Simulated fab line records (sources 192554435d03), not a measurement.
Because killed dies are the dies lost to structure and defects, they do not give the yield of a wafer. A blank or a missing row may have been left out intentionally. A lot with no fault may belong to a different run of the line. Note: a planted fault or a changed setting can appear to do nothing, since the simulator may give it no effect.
Comparing a struck lot with a sound one	flow n5-finfet	44 steps out of a route of 1938
Sound: wafers L388.4, L388.5, L388.6. Struck: wafer L375.6 (left out: L375.2, a lot-mate that was not struck); the cause follows at the end.
For every step that has rows: the tool of each side, followed by ch and its chambers, followed by its first start. Under that, the readings that differ: sound wafers	struck wafers	difference of the means	sigmas: that difference in standard deviations of wafers without a fault.
alike: a reading whose means differ by less than 2 such deviations, as well as words and numbers matching on both sides. not compared: withheld readings; readings where some wafer has no value; bounds like >300 that might hide an equal value; numbers whose values overlap and for which the record gives no deviation.
The two part at a step that has a row with sigmas, a row that says differs or no value, or rows on one side only. Numbers that have no deviation but don't overlap get no sigmas and don't part them. A reading missing from all wafers of one side parts the sides only when that side holds two or more wafers.

first, 11 steps without rows for these wafers: N5_BEOL_M2_DESCUM_33 (chemistry O2, time 7 s); N5_BEOL_M2_ETCH_77 (etches underlayer in N2/H2, target depth 6.5 nm, time 5.2 s); N5_BEOL_M2_ETCH_69 (etches SiARC in CF4, target depth 15.6 nm, time 26 s); N5_BEOL_M2_ALD_98 (deposits SiO2, target thk 2.5 nm, pulse time 1 s, co reactant pulse time 1 s); N5_BEOL_M2_ETCHBACK_99 (etches SiO2 in CHF3, target depth 5 nm, time 10.4 s); N5_BEOL_M2_ETCH_70 (etches SOC in N2/H2, target depth 80 nm, overetch 24 nm, time 130 s); N5_BEOL_M2_STRIP_71 (strips in N2/H2); N5_BEOL_M2_STRIP_78 (strips in N2/H2); N5_BEOL_M2_VIA_ETCH_34 (etches the open film in C4F6/O2, target depth 69.4 nm, time 65.9 s); N5_BEOL_M2_STRIP_83 (strips in C4F6/O2); N5_BEOL_M2_STRIP_36 (strips in N2/H2).
N5_BEOL_M2_TRENCH_ETCH_37: etches SiOC in C4F6/O2, target depth 55.555 nm, time 29.2 s.
  sound on rie-diel-02 ch 0,1,2, day 12 18:57; struck on rie-diel-02 ch 2, day 8 07:15
reading	sound	struck	difference	sigmas
oes-product-au (a.u.)	0.76 0.68 0.71	1.14	+0.42	+4
model.BEOL_M2.feature-depth-nm (nm)	54.4 53 54.4	93	+39	
model.etch.depth-nm (nm)	54.37 53.04 54.46	92.97	+39.01	
model.TiN_of_BEOL_M2_HM_DEP_02.thk-nm (nm)	18.2 18.2 18	16	-2	
  alike: bias-w, drypump-motor-current-A, mfc-ar-sccm, rf-fwd-power-W, rf-vpp-V, showerhead-plenum-p-Torr, throttle-valve-pct
  not compared: rf-hours-counter-h
then, 2 steps without rows for these wafers: N5_BEOL_M2_ETCH_41 (etches SiCN in CH3F/O2, target depth 29.9 nm, time 52.5 s); N5_BEOL_M2_STRIP_97 (strips in N2/H2, time 10 s).
N5_BEOL_M2_OCD_MEAS_38:
  sound on ocd-01 at day 12 19:07; struck on ocd-02 at day 8 07:25
reading	sound	struck	difference	sigmas
trench-depth-nm (nm)	54.2 53.0 54.4	93.0	+39.1	+44
then, 25 steps without rows for these wafers: N5_BEOL_M2_HM_STRIP_39 (strips TiN in peroxide tin strip, target depth 25 nm, time 158 s); N5_BEOL_M2_SRD_40 (time 30 s); N5_BEOL_M2_PRECLEAN_42 (cleans in residue remover, time 60 s); N5_BEOL_M2_SRD_43 (time 30 s); N5_BEOL_M2_DEGAS_44 (time 60 s); N5_BEOL_M2_PRE_CLEAN_45 (time 30 s); N5_BEOL_M2_ALD_84 (deposits TaN, pulse time 2 s, purge time 3 s, co reactant purge time 2 s); N5_BEOL_M2_SURFACE_TREAT_85; N5_BEOL_M2_CVD_47 (deposits Co from CCTBA/H2, target thk 3 nm, time 223.8 s); N5_BEOL_M2_SPUTTER_48 (material Cu, target thk 4.5 nm, time 8.29 s); N5_BEOL_M2_ANNEAL_49 (time 240 s); N5_BEOL_M2_SPUTTER_79 (material Cu, target thk 4.5 nm, time 8.29 s); N5_BEOL_M2_ANNEAL_80 (time 240 s); N5_BEOL_M2_SPUTTER_81 (material Cu, target thk 4.5 nm, time 8.29 s); N5_BEOL_M2_ANNEAL_82 (time 240 s); N5_BEOL_M2_SPUTTER_86 (material Cu, target thk 4.5 nm, time 8.29 s); N5_BEOL_M2_ANNEAL_87 (time 240 s); N5_BEOL_M2_SPUTTER_88 (material Cu, target thk 4.5 nm, time 8.29 s); N5_BEOL_M2_ANNEAL_89 (time 240 s); N5_BEOL_M2_SPUTTER_90 (material Cu, target thk 4.5 nm, time 8.29 s); N5_BEOL_M2_ANNEAL_91 (time 240 s); N5_BEOL_M2_SPUTTER_92 (material Cu, target thk 4.5 nm, time 8.29 s); N5_BEOL_M2_ANNEAL_93 (time 240 s); N5_BEOL_M2_SPUTTER_94 (material Cu, target thk 4.5 nm, time 8.29 s); N5_BEOL_M2_ANNEAL_95 (time 240 s).
N5_BEOL_M2_CMP_52: polishes, stops on SiOC, t overpolish 6.8 s, target thk 40 nm.
  sound on cmp-04 ch 1,2,3, day 12 22:20; struck on cmp-04 ch 0, day 8 10:48
reading	sound	struck	difference	sigmas
model.Cu_of_BEOL_M2_ECD_50.thk-nm (nm)	39.2 37.6 40	76.8	+37.9	
  alike: edge-zone-pressure-frac, motor-current-A, retaining-ring-pressure-frac, slurry-flow-ml-min
N5_BEOL_M2_THK_MEAS_53: measures by xrf.
  sound on film-metro-01 at day 12 22:31; struck on film-metro-01 at day 8 11:05
reading	sound	struck	difference	sigmas
M2_THK (nm)	38.4 36.9 38.9	76.2	+38.1	+38
N5_BEOL_M2_RS_MEAS_58: uses a four-point probe to measure.
  sound on film-metro-01 at day 12 22:46; struck on film-metro-02 at day 8 11:23
reading	sound	struck	difference	sigmas
M2_RS (ohm/sq)	0.685 0.724 0.671	0.299	-0.394	-18
-- the record jumps here: 2 days lie between the struck wafers' starts before and after (it left off in module BEOL_M2 and takes up again in module BEOL_M4, whose first step shown is number 1111 of the route) --
N5_BEOL_M4_RC_MEAS_101:
  sound on prober-01 ch 0, day 16 16:45; struck on prober-01 ch 0, day 10 22:04
reading	sound	struck	difference	sigmas
SERP_M2 (ohm/um)	191 210 195	89	-110	-9
SERP_M2_max_site (ohm/um)	205 223 209	96	-116	-8
  alike: DIBL_N, DIBL_P, IOFF_N, IOFF_P, ION_N, ION_P, SS_N, SS_P, VT_N, VT_P

## WHERE THEY PART
First at N5_BEOL_M2_TRENCH_ETCH_37; last, within this record, at N5_BEOL_M4_RC_MEAS_101.

WHY: the cause the simulator had injected
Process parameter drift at N5_BEOL_M2_TRENCH_ETCH_37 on rie-diel-02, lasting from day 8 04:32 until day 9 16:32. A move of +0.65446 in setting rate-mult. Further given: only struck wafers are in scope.
